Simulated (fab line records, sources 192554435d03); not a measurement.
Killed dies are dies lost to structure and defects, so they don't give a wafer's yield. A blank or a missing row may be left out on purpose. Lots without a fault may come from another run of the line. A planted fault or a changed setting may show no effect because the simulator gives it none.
Chamber matching | flow n5_finfet | N5_BEOL_M9_DEP_56 on pecvd-03: 3 sister chambers
The step deposits SiCN from 3MS/NH3, target thk 15 nm, time 26.5 s. 3 wafers are shown with their chamber, then 7 later ones without.

WAFERS WITH THEIR CHAMBER
wafer  | chamber | throttle_valve_pct (%)
L083.6 | 1       | 9.3
L082.1 | 0       | 9.2
L082.2 | 2       | 8.9

WAFERS WITHOUT THEIR CHAMBER
wafer  | throttle_valve_pct (%)
L082.4 | 9.6
L090.1 | 8.7
L090.4 | 9.4
L090.6 | 8.8
L096.2 | 8.9
L096.3 | 9.4
L096.4 | 9.4

WHICH CHAMBER EACH WENT THROUGH
wafer  | from the rows above     | in truth
L082.4 | can't be placed: 1 or 0 | 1
L090.1 | can't be placed: 2 or 0 | 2
L090.4 | can't be placed: 1 or 0 | 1
L090.6 | can't be placed: 2 or 0 | 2
L096.2 | can't be placed: 2 or 0 | 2
L096.3 | can't be placed: 1 or 0 | 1
L096.4 | can't be placed: 1 or 0 | 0
Placed correctly: 0 of 7. Can't be placed from these rows: 7 (the true chamber is among the candidates in 7). Placed wrongly: 0.
How it was worked out, from the rows above alone: a wafer's distance from a chamber is the root of the sum, over the readings, of the square of ((its reading less the chamber's mean) divided by the reading's scatter). The wafer belongs to the nearest chamber; if the next one is less than 2 further off, it can't be placed. A chamber's mean is the mean of its shown wafers. The scatter: with one shown wafer a chamber, the root of the mean of the squares of how far each hidden wafer lies from its nearest shown one.
